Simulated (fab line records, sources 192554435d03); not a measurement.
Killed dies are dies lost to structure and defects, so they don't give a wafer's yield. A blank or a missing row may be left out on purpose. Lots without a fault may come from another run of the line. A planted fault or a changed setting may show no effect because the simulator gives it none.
A struck lot beside a sound one | flow n5_finfet | 18 steps out of a route of 1938
Sound: wafers L232.1, L232.2, L232.6. Struck: wafer L248.1. (L248.2 of the same lot was not struck and is left out.) The cause comes at the end.
At each step with rows: each side's tool, then ch and its chambers, then its first start. Under that, the readings that differ: sound wafers | struck wafers | difference of the means | sigmas: that difference in standard deviations of wafers without a fault.
alike: readings whose means differ by less than 2 such deviations, and words and numbers that are the same on both sides. not compared: withheld readings, readings that some wafer has no value for, bounds like >300 that may hide the same value, and numbers for which the record gives no deviation and whose values overlap.
The two part at a step that has a row with sigmas, a row that says differs or no value, or rows on one side only. Numbers that don't overlap but have no deviation are shown without sigmas and don't part them. A reading that every wafer of one side lacks parts them only if that side has two wafers or more.

N5_PASSIVATION_AL_ETCH_33: etches Al in Cl2/BCl3, stops on TaN, target depth 2800 nm, time 466.7 s.
  sound on rie_metal-02 ch 0,1, day 12 06:20; struck on rie_metal-03 ch 1, day 16 08:41
  alike: drypump_motor_current_A, oes_product_au, throttle_valve_pct
  not compared: rf_hours_counter_h
N5_PASSIVATION_ETCH_59: etches TaN in Cl2/BCl3, target depth 65 nm, time 34.9 s.
  sound on rie_metal-02 ch 0,1, day 12 06:44; struck on rie_metal-03 ch 1, day 16 09:05
  alike: drypump_motor_current_A, oes_product_au, throttle_valve_pct
  not compared: rf_hours_counter_h
N5_PASSIVATION_STRIP_34: strips in O2.
  sound on rie_diel-06 ch 0,1,2, day 12 06:50; struck on rie_diel-05 ch 0, day 16 09:12
  reading                | sound             | struck | difference | sigmas
  rf_vpp_V (V)           | 3.9 1.7 2.2       | 6.1    | +3.5       | +2
  throttle_valve_pct (%) | 16.66 17.14 16.82 | 16.37  | -0.50      | -2
  alike: drypump_motor_current_A, oes_product_au, showerhead_plenum_p_Torr
  not compared: rf_hours_counter_h
then, 4 steps without rows for these wafers: N5_PASSIVATION_STRIP_51 (strips in post etch residue remover, time 1200 s); N5_PASSIVATION_CLEAN_69 (cleans in IPA, time 180 s); N5_PASSIVATION_SRD_70 (time 30 s); N5_PASSIVATION_PECVD_53 (deposits SiO2 from TEOS/O2, target thk 800 nm, time 169.4 s).
N5_PASSIVATION_PECVD_35: deposits SiNx from SiH4/NH3/N2, target thk 700 nm, time 151.3 s.
  sound on pecvd-02 ch 0,1,2, day 12 07:28; struck on pecvd-01 ch 1, day 16 09:49
  alike: heater_power_w, showerhead_plenum_p_Torr, susceptor_temp_C, throttle_valve_pct
  not compared: since_wet_clean_h
then, 4 steps without rows for these wafers: N5_PASSIVATION_HMDS_37 (time 60 s); N5_PASSIVATION_COAT_38; N5_PASSIVATION_EBR_40; N5_PASSIVATION_SOFTBAKE_39 (time 120 s).
N5_PASSIVATION_EXPOSE_41: exposes mask PASS OPEN, defocus 0 nm, target cd 40000 nm.
  sound on krf_scanner-01 ch 0, day 12 07:43; struck on krf_scanner-01 ch 0, day 16 10:04
  reading              | sound             | struck | difference | sigmas
  exposure_dose_mJ_cm2 | 57.21 57.10 57.11 | 57.35  | +0.21      | +3
  alike: mask
then, 3 steps without rows for these wafers: N5_PASSIVATION_PEB_42; N5_PASSIVATION_DEVELOP_43 (develop time 60 s); N5_PASSIVATION_HARDBAKE_45 (time 120 s).
N5_PASSIVATION_CD_MEAS_44: target cd 40000 nm.
  sound on cd_sem-01 ch 0, day 12 07:53; struck on cd_sem-01 ch 0, day 16 10:15
  reading    | sound             | struck | difference | sigmas
  cd_nm (nm) | 40003 40007 40006 | 40022  | +17        | +6
N5_PASSIVATION_OVL_MEAS_66:
  sound on overlay-02 ch 0, day 12 07:55; struck on overlay-02 ch 0, day 16 10:17
  alike: PASS_OPEN_OVL

WHERE THEY PART
First at N5_PASSIVATION_STRIP_34; last, within this record, at N5_PASSIVATION_CD_MEAS_44. Later steps at which nothing parts them and some readings are alike: N5_PASSIVATION_OVL_MEAS_66.

WHY: what the simulator had put in
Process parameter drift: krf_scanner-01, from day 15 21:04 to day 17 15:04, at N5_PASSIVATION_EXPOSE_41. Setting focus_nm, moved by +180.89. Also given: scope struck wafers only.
